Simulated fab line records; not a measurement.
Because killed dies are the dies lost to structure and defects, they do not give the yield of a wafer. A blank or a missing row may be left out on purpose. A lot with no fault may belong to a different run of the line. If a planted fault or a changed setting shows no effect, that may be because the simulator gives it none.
fab line records    flow n5Finfet    part 1 of 2: steps 1 to 4 of 6
record: lots: 22  wafers: 66  lastDay: 18
route steps=1938 shown BEOL_M10@1488 BEOL_M11@1538
lots with no fault: from the same line, run without faults
startH: hours from the record's opening day to when the first of the lot's shown wafers began    waitH: hours since the lot's step before    " unchanged from the row above    L1.1+2: one row covering several wafers at once    - value missing, or start not given    * or withheld: withheld    < > ~ a bound
route shown NAME@n: a module of which the file shows steps, and the number in the route of the first    usual: the fault-free wafers' mean and standard deviation    same: alike in all rows    chamber/n: place in a boat    sites: each site's reading    _std_site: how widely they spread, as a standard deviation    _edge_site: inner sites' mean taken away from outer sites' mean    radiusMm: how far each site lies from the wafer's centre    mask NAME#n: copy n    behind: the most recent tool/chamber to have shaped the wafer    hold: why the lot went on hold/how many hours it stayed there/how the hold came to an end    device: which transistor (n, p or np) failed to switch    end of line: the route-end tests of the same wafers    a step without rows: its recipe alone    killed: not the wafer's yield, but the dies lost to structure and defects at the first sort    map: dies across one wafer; x = killed, . = not, _ = none there
set.NAME: the setting the step ran with; set.NAME@STEP: the setting that earlier step ran with    model.NAME: the simulator's own value behind a step, which no gauge read
a sample of lots followed through the steps of the route, with each step as a table and each wafer as a row
services: a tool's chamber out of use, with start hour (startH, from the record's first day; less than 0 if before it), hours out, and reason
== steps ==
step: N5_BEOL_M10_ETCH_62
recipe: chemistry: N2/H2  target: SOC  targetDepthA: 1100  overetchA: 220  maskMaterial: SiARC  tempC: 40  timeS: 165  ionEnergyEv: 200  pressureMtorr: 30  sourceW: 840  biasW: 150  n2FlowSccm: 200  h2FlowSccm: 200
usual: drypumpMotorCurrentA: 5.7/0.44  oesProductAu: 0.70/0.067  rfVppV: 523.0/2.1  showerheadPlenumPTorr: 2.50/0.079  throttleValvePct: 17.75/0.24
lot.wafer  tool        chamber  startH  waitH  drypumpMotorCurrentA  oesProductAu  rfHoursCounterH  rfVppV  showerheadPlenumPTorr  throttleValvePct
L076.1     rieDiel-01  3        259.31  0.0    6.1                   0.68          104              521.4   2.46                   17.47
L076.2     "           1        "       "      6.3                   0.76          26               520.9   2.46                   17.46
L076.5     "           2        "       "      5.8                   0.73          -                521.3   2.46                   17.73
L075.3     rieDiel-06  0        259.48  0.0    5.7                   0.65          145              522.0   2.43                   17.50
L075.4     "           1        "       "      5.8                   0.57          -                521.0   2.49                   17.95
L075.6     "           2        "       "      4.9                   0.73          -                523.2   2.58                   18.08
L079.1     rieDiel-01  0        261.53  0.0    4.9                   0.81          2                522.4   2.50                   17.86
L079.3     "           1        "       "      6.3                   0.76          28               522.9   2.46                   17.47
L079.5     "           3        "       "      6.1                   0.68          -                520.9   2.46                   17.47
L082.1     rieDiel-03  3        268.61  0.0    5.8                   0.64          126              524.2   2.56                   18.10
L082.4     "           2        "       "      5.8                   0.79          11               528.7   2.71                   17.75
L082.5     "           2        "       "      5.8                   0.79          -                528.4   2.71                   17.75
L077.1     rieDiel-06  3        268.62  0.0    6.0                   0.81          3                522.1   2.50                   17.73
L077.3     "           2        "       "      4.9                   0.72          73               524.2   2.58                   18.07
L077.6     "           1        "       "      5.8                   0.57          -                523.5   2.48                   17.97
L080.1     rieDiel-01  2        271.80  0.0    5.8                   0.72          61               522.3   2.46                   17.74
L080.4     "           1        "       "      6.3                   0.75          32               521.8   2.46                   17.46
L080.5     "           1        "       "      6.3                   0.75          -                520.8   2.46                   17.47
L078.1     rieDiel-06  2        296.46  0.0    4.9                   0.71          84               526.2   2.57                   18.10
L078.4     "           0        "       "      5.8                   0.63          160              522.4   2.42                   17.53
L078.5     "           3        "       "      6.0                   0.78          -                523.2   2.49                   17.74
L083.3     rieDiel-03  3        304.86  0.0    5.8                   0.63          139              525.7   2.56                   18.13
L083.5     "           3        "       "      5.8                   0.64          -                524.1   2.56                   18.12
L083.6     "           2        "       "      5.8                   0.77          -                529.0   2.71                   17.76
L084.2     rieDiel-01  3        305.00  0.0    6.1                   0.67          119              521.1   2.45                   17.48
L084.5     "           2        "       "      5.8                   0.70          -                520.9   2.45                   17.76
L084.6     "           1        "       "      6.3                   0.74          -                521.8   2.46                   17.50
L085.2     rieDiel-03  3        305.11  0.0    5.8                   0.64          139              524.0   2.56                   18.12
L085.3     "           1        "       "      5.9                   0.72          58               525.6   2.58                   17.34
L085.5     "           3        "       "      5.8                   0.64          -                524.7   2.56                   18.11
L086.2     rieDiel-01  1        305.29  0.0    6.4                   0.74          43               521.2   2.46                   17.49
L086.3     "           3        "       "      6.1                   0.66          119              521.0   2.45                   17.48
L086.6     "           2        "       "      5.8                   0.70          -                521.6   2.45                   17.76
L089.1     rieDiel-03  1        328.79  0.0    5.9                   0.71          66               525.5   2.58                   17.35
L089.3     "           0        "       "      5.2                   0.58          239              520.6   2.42                   18.04
L089.5     "           0        "       "      5.2                   0.58          -                521.7   2.42                   18.03
L088.1     rieDiel-06  2        329.42  0.0    4.9                   0.70          98               524.7   2.57                   18.12
L088.2     "           0        "       "      5.7                   0.62          173              521.1   2.42                   17.53
L088.3     "           3        "       "      6.0                   0.75          27               523.1   2.48                   17.78
L087.3     rieDiel-01  0        331.40  0.0    4.8                   0.75          24               522.9   2.49                   17.89
L087.4     "           2        "       "      5.8                   0.70          81               522.1   2.45                   17.77
L087.5     "           1        "       "      6.3                   0.73          -                522.7   2.45                   17.51
L090.1     rieDiel-03  2        332.20  0.0    5.9                   0.75          34               526.9   2.70                   17.77
L090.2     "           3        "       "      5.8                   0.63          149              523.9   2.55                   18.13
L090.6     "           0        "       "      5.2                   0.58          -                519.2   2.42                   18.03
L091.1     rieDiel-01  2        344.59  0.0    5.8                   0.69          87               521.3   2.45                   17.78
L091.4     "           0        "       "      4.8                   0.73          30               522.5   2.49                   17.91
L091.5     "           2        "       "      5.8                   0.69          -                521.5   2.45                   17.78
L092.2     rieDiel-06  0        348.23  0.0    5.7                   0.62          180              522.9   2.41                   17.56
L092.4     "           1        "       "      5.8                   0.76          21               524.1   2.47                   17.58
L092.6     "           3        "       "      6.0                   0.74          -                521.7   2.48                   17.79
L093.2     rieDiel-06  3        351.85  0.0    6.0                   0.74          36               522.2   2.48                   17.79
L093.3     "           0        "       "      5.7                   0.62          181              520.7   2.41                   17.55
L093.6     "           0        "       "      5.7                   0.63          -                521.0   2.41                   17.55
L094.1     rieDiel-06  3        356.30  0.0    6.0                   0.74          38               522.2   2.48                   17.79
L094.2     "           0        "       "      5.7                   0.62          182              519.8   2.41                   17.56
L094.4     "           1        "       "      5.8                   0.75          23               524.0   2.47                   17.62
L095.4     rieDiel-06  0        363.84  0.0    5.7                   0.62          185              519.8   2.41                   17.57
L095.5     "           2        "       "      4.9                   0.69          -                524.1   2.56                   18.15
L095.6     "           1        "       "      5.7                   0.75          -                521.9   2.47                   17.61
L097.2     rieDiel-03  1        379.06  0.0    5.9                   0.69          89               523.3   2.57                   17.39
L097.3     "           3        "       "      5.8                   0.62          169              523.3   2.54                   18.17
L097.6     "           0        "       "      5.2                   0.83          -                527.7   2.73                   17.58
L096.1     rieDiel-06  3        379.14  0.0    6.0                   0.72          46               522.2   2.48                   17.81
L096.3     "           2        "       "      4.9                   0.68          118              523.8   2.56                   18.17
L096.5     "           1        "       "      5.7                   0.74          -                522.0   2.47                   17.63
step: N5_BEOL_M10_ETCH_65
recipe: chemistry: CF4  target: SiARC  targetDepthA: 390  maskMaterial: CAR-ArF  timeS: 65  ionEnergyEv: 80  pressureMtorr: 40  sourceW: 545  biasW: 36  Ar_flow_sccm: 100  cf4FlowSccm: 100  ends: cleared
usual: drypumpMotorCurrentA: 5.7/0.44  etchRfOnTimeS: 64.7/1.5  oesProductAu: 0.71/0.068  rfVppV: 183.7/1  showerheadPlenumPTorr: 2.11/0.058  throttleValvePct: 15.55/0.18
lot.wafer  tool        chamber  startH  waitH  drypumpMotorCurrentA  etchRfOnTimeS  oesProductAu  rfHoursCounterH  rfVppV  showerheadPlenumPTorr  throttleValvePct
L076.1     rieDiel-03  1        260.40  0.0    5.9                   63.4           0.76          42               184.9   2.17                   15.15
L076.2     "           3        "       "      5.8                   65.5           0.66          124              183.9   2.14                   15.72
L076.5     "           1        "       "      5.8                   63.3           0.76          -                184.9   2.17                   15.15
L075.3     rieDiel-06  1        260.45  0.0    5.8                   62.3           0.59          242              184.3   2.11                   15.91
L075.4     "           2        "       "      4.9                   62.2           0.76          -                185.3   2.15                   15.67
L075.6     "           1        "       "      5.8                   62.2           0.59          -                183.1   2.11                   15.89
L079.1     rieDiel-01  0        263.42  0.0    4.9                   62.3           0.83          2                183.3   2.12                   15.69
L079.3     "           3        "       "      6.1                   65.2           0.68          105              183.6   2.07                   15.23
L079.5     "           1        "       "      6.3                   65.8           0.75          -                183.3   2.09                   15.34
L082.1     rieDiel-01  1        270.23  0.0    6.3                   64.9           0.75          31               183.0   2.09                   15.37
L082.4     "           2        "       "      5.7                   68.2           0.70          60               183.9   2.09                   15.61
L082.5     "           3        "       "      6.1                   65.0           0.68          -                183.1   2.07                   15.22
L077.1     rieDiel-01  0        270.69  0.0    4.9                   61.8           0.83          5                182.7   2.12                   15.68
L077.3     "           2        "       "      5.8                   68.0           0.71          61               184.3   2.09                   15.61
L077.6     "           0        "       "      4.9                   62.5           0.82          -                183.0   2.12                   15.68
L080.1     rieDiel-06  3        274.14  0.0    6.0                   63.0           0.82          5                182.7   2.10                   15.51
L080.4     "           2        "       "      4.9                   62.8           0.74          75               184.8   2.15                   15.68
L080.5     "           1        "       "      5.7                   62.6           0.58          -                182.8   2.11                   15.92
L078.1     rieDiel-06  0        298.84  0.0    5.8                   64.5           0.64          161              182.0   2.06                   15.43
L078.4     "           2        "       "      4.9                   64.1           0.72          85               185.7   2.15                   15.70
L078.5     "           0        "       "      5.8                   64.6           0.64          -                184.3   2.06                   15.45
L084.2     rieDiel-06  3        308.09  0.0    6.0                   63.5           0.78          18               184.1   2.10                   15.54
L084.5     "           2        "       "      4.9                   64.2           0.72          -                185.4   2.15                   15.72
L084.6     "           3        "       "      6.0                   63.6           0.79          -                183.5   2.10                   15.54
L086.2     rieDiel-03  3        309.39  0.0    5.8                   65.4           0.64          140              182.3   2.14                   15.77
L086.3     "           1        "       "      5.9                   64.4           0.73          58               183.8   2.17                   15.19
L086.6     "           0        "       "      5.2                   66.2           0.59          -                182.7   2.03                   15.64
L083.3     rieDiel-06  0        309.55  0.0    5.8                   64.3           0.63          165              183.8   2.06                   15.44
L083.5     "           0        "       "      5.7                   64.4           0.63          -                182.3   2.06                   15.45
L083.6     "           1        "       "      5.8                   63.3           0.80          -                183.5   2.11                   15.43
L085.2     rieDiel-01  2        310.07  0.0    5.8                   67.4           0.69          74               183.2   2.08                   15.67
L085.3     "           0        "       "      4.9                   62.2           0.79          17               184.4   2.12                   15.71
L085.5     "           1        "       "      6.3                   65.0           0.74          -                183.8   2.08                   15.40
L089.1     rieDiel-06  0        330.70  0.0    5.7                   64.2           0.63          173              183.7   2.05                   15.46
L089.3     "           2        "       "      4.9                   63.6           0.72          99               182.6   2.14                   15.74
L089.5     "           2        "       "      4.9                   63.3           0.72          -                183.7   2.14                   15.73
L088.1     rieDiel-01  1        330.87  0.0    6.3                   65.0           0.73          51               181.7   2.08                   15.38
L088.2     "           0        "       "      4.8                   62.7           0.77          24               183.8   2.12                   15.74
L088.3     "           2        "       "      5.8                   67.8           0.69          80               181.7   2.08                   15.65
L087.3     rieDiel-03  1        332.44  0.0    5.8                   63.3           0.73          68               184.6   2.16                   15.21
L087.4     "           2        "       "      5.8                   66.7           0.75          34               186.9   2.27                   15.54
L087.5     "           3        "       "      5.8                   65.1           0.64          -                184.6   2.13                   15.78
L090.1     rieDiel-03  3        335.42  0.0    5.8                   65.5           0.64          151              184.0   2.13                   15.78
L090.2     "           2        "       "      5.9                   66.1           0.74          35               186.4   2.27                   15.54
L090.6     "           3        "       "      5.8                   65.3           0.63          -                184.2   2.13                   15.79
L091.1     rieDiel-06  2        347.51  0.0    4.9                   63.9           0.71          106              183.1   2.14                   15.76
L091.4     "           3        "       "      6.0                   63.5           0.75          35               183.4   2.10                   15.56
L091.5     "           3        "       "      6.0                   64.0           0.75          -                182.7   2.10                   15.55
L092.2     rieDiel-01  1        349.72  0.0    6.3                   66.1           0.71          59               183.9   2.08                   15.42
L092.4     "           3        "       "      6.1                   64.8           0.66          135              183.8   2.06                   15.28
L092.6     "           2        "       "      5.8                   68.4           0.68          -                184.5   2.08                   15.68
L093.2     rieDiel-06  3        355.43  0.0    6.0                   64.3           0.75          37               183.3   2.10                   15.58
L093.3     "           0        "       "      5.7                   64.6           0.62          182              183.0   2.05                   15.49
L093.6     "           3        "       "      6.0                   64.5           0.74          -                184.0   2.10                   15.59
L094.1     rieDiel-06  1        358.76  0.0    5.7                   64.0           0.77          24               184.1   2.10                   15.49
L094.2     "           0        "       "      5.7                   64.9           0.62          183              181.7   2.05                   15.48
L094.4     "           3        "       "      6.0                   65.0           0.75          38               183.5   2.09                   15.58
L095.4     rieDiel-03  2        365.66  0.0    5.8                   67.0           0.73          -                186.6   2.27                   15.57
L095.5     "           3        "       "      5.8                   65.4           0.62          -                184.4   2.13                   15.80
L095.6     "           1        "       "      5.9                   64.7           0.71          -                184.5   2.16                   15.24
L096.1     rieDiel-06  1        381.55  0.0    5.7                   63.9           0.75          35               182.8   2.10                   15.50
L096.3     "           0        "       "      5.7                   64.8           0.61          193              183.4   2.05                   15.49
L096.5     "           1        "       "      5.7                   63.9           0.75          -                182.2   2.10                   15.50
L097.2     rieDiel-01  2        381.71  0.0    5.8                   68.4           0.68          95               183.2   2.08                   15.69
L097.3     "           1        "       "      6.3                   66.6           0.70          65               184.1   2.08                   15.44
L097.6     "           1        "       "      6.3                   67.1           0.70          -                184.2   2.08                   15.43
step: N5_BEOL_M10_DEP_56
recipe: material: SiCN  targetThkA: 150  tempC: withheld  precursor: 3MS/NH3  pressureTorr: 3  rfW: 202  timeS: 26.5
usual: showerheadPlenumPTorr: 3.667/0.014  throttleValvePct: 9.0/0.3
lot.wafer  tool      chamber  startH  waitH  showerheadPlenumPTorr  throttleValvePct
L076.1     pecvd-03  2        264.93  0.0    3.683                  8.5
L076.2     "         0        "       "      3.652                  8.7
L076.5     "         2        "       "      3.673                  8.4
L075.3     pecvd-04  0        265.59  0.0    3.679                  9.2
L075.4     "         0        "       "      3.684                  9.2
L075.6     "         2        "       "      3.676                  8.6
L079.1     pecvd-04  0        266.67  0.0    3.687                  9.5
L079.3     "         1        "       "      3.647                  8.7
L079.5     "         0        "       "      3.690                  9.0
L082.1     pecvd-02  1        272.79  0.0    3.661                  9.4
L082.4     "         1        "       "      3.663                  9.3
L082.5     "         2        "       "      3.682                  8.9
L077.1     pecvd-02  1        275.70  0.0    3.671                  9.4
L077.3     "         0        "       "      3.675                  9.2
L077.6     "         2        "       "      3.673                  9.0
L080.1     pecvd-04  0        277.20  0.0    3.690                  9.1
L080.4     "         0        "       "      3.680                  9.5
L080.5     "         1        "       "      3.646                  8.6
L078.1     pecvd-03  2        302.02  0.0    3.694                  8.6
L078.4     "         0        "       "      3.650                  8.7
L078.5     "         1        "       "      3.673                  9.5
L084.2     pecvd-02  2        311.22  0.0    3.675                  8.9
L084.5     "         2        "       "      3.672                  8.7
L084.6     "         0        "       "      3.656                  8.8
L086.2     pecvd-02  0        312.58  0.0    3.674                  9.0
L086.3     "         1        "       "      3.666                  9.5
L086.6     "         2        "       "      3.671                  8.9
L083.3     pecvd-02  2        312.87  0.0    3.681                  9.0
L083.5     "         2        "       "      3.674                  9.0
L083.6     "         0        "       "      3.666                  9.1
L085.2     pecvd-02  0        313.15  0.0    3.666                  8.9
L085.3     "         2        "       "      3.680                  8.8
L085.5     "         2        "       "      3.685                  8.8
L089.1     pecvd-03  1        334.13  0.0    3.667                  9.3
L089.3     "         0        "       "      3.653                  8.9
L089.5     "         2        "       "      3.680                  8.6
L088.1     pecvd-04  0        334.20  0.0    3.682                  9.2
L088.2     "         1        "       "      3.644                  8.8
L088.3     "         2        "       "      3.680                  9.2
L087.3     pecvd-03  2        336.19  0.0    3.684                  8.5
L087.4     "         1        "       "      3.659                  9.7
L087.5     "         0        "       "      3.649                  8.5
L090.1     pecvd-04  0        339.80  0.0    3.682                  9.2
L090.2     "         1        "       "      3.652                  8.4
L090.6     "         0        "       "      3.680                  9.1
L091.1     pecvd-03  0        351.23  0.0    3.649                  8.9
L091.4     "         2        "       "      3.678                  8.5
L091.5     "         1        "       "      3.671                  9.4
L092.2     pecvd-03  2        352.48  0.0    3.684                  8.8
L092.4     "         0        "       "      3.652                  8.8
L092.6     "         2        "       "      3.681                  8.3
L093.2     pecvd-02  1        359.85  0.0    3.662                  9.1
L093.3     "         0        "       "      3.660                  9.0
L093.6     "         1        "       "      3.660                  9.2
L094.1     pecvd-02  0        361.78  0.0    3.656                  9.2
L094.2     "         2        "       "      3.669                  9.2
L094.4     "         0        "       "      3.667                  8.9
L095.4     pecvd-02  1        369.90  0.0    3.667                  9.2
L095.5     "         2        "       "      3.668                  8.9
L095.6     "         0        "       "      3.669                  9.1
L096.1     pecvd-02  0        384.82  0.0    3.668                  9.2
L096.3     "         2        "       "      3.674                  9.2
L096.5     "         2        "       "      3.676                  8.9
L097.2     pecvd-02  2        384.89  0.0    3.674                  9.0
L097.3     "         0        "       "      3.666                  9.0
L097.6     "         0        "       "      3.667                  8.9
step: N5_BEOL_M11_THK_MEAS_01
recipe: reads: SiCOH_lowk_of_BEOL_M11_ILD_DEP_00
usual: M11_ILD_THK: 268/4.2
lot.wafer  tool          chamber  startH  waitH  M11_ILD_THK[nm]
L075.3     filmMetro-01  -        266.32  0.3    264
L075.4     "             -        "       "      270
L075.6     "             -        "       "      264
L076.1     filmMetro-02  -        266.46  0.8    266
L076.2     "             -        "       "      270
L076.5     "             -        "       "      267
L079.1     filmMetro-02  -        267.87  0.8    270
L079.3     "             -        "       "      270
L079.5     "             -        "       "      273
L082.1     filmMetro-02  -        273.52  0.4    267
L082.4     "             -        "       "      268
L082.5     "             -        "       "      272
L077.1     filmMetro-01  -        276.91  0.8    273
L077.3     "             -        "       "      265
L077.6     "             -        "       "      266
L080.1     filmMetro-01  -        277.93  0.4    270
L080.4     "             -        "       "      273
L080.5     "             -        "       "      275
L078.1     filmMetro-02  -        303.71  0.8    266
L078.4     "             -        "       "      274
L078.5     "             -        "       "      267
L084.2     filmMetro-01  -        311.98  0.4    265
L084.5     "             -        "       "      272
L084.6     "             -        "       "      275
L086.2     filmMetro-01  -        313.34  0.4    267
L086.3     "             -        "       "      269
L086.6     "             -        "       "      269
L083.3     filmMetro-01  -        313.60  0.3    261
L083.5     "             -        "       "      263
L083.6     "             -        "       "      266
L085.2     filmMetro-01  -        313.88  0.4    266
L085.3     "             -        "       "      262
L085.5     "             -        "       "      266
L089.1     filmMetro-01  -        334.88  0.4    269
L089.3     "             -        "       "      265
L089.5     "             -        "       "      270
L088.1     filmMetro-02  -        334.92  0.4    269
L088.2     "             -        "       "      270
L088.3     "             -        "       "      265
L087.3     filmMetro-02  -        337.03  0.3    267
L087.4     "             -        "       "      269
L087.5     "             -        "       "      271
L090.1     filmMetro-01  -        340.52  0.4    272
L090.2     "             -        "       "      267
L090.6     "             -        "       "      277
L091.1     filmMetro-01  -        352.04  0.4    274
L091.4     "             -        "       "      277
L091.5     "             -        "       "      276
L092.2     filmMetro-02  -        353.21  0.4    258
L092.4     "             -        "       "      263
L092.6     "             -        "       "      263
L093.2     filmMetro-02  -        360.57  0.4    264
L093.3     "             -        "       "      262
L093.6     "             -        "       "      267
L094.1     filmMetro-02  -        362.71  0.6    269
L094.2     "             -        "       "      267
L094.4     "             -        "       "      270
L095.4     filmMetro-02  -        370.61  0.2    264
L095.5     "             -        "       "      267
L095.6     "             -        "       "      270
L097.2     filmMetro-01  -        385.89  0.4    265
L097.3     "             -        "       "      265
L097.6     "             -        "       "      269
L096.1     filmMetro-02  -        386.03  0.8    263
L096.3     "             -        "       "      265
L096.5     "             -        "       "      269
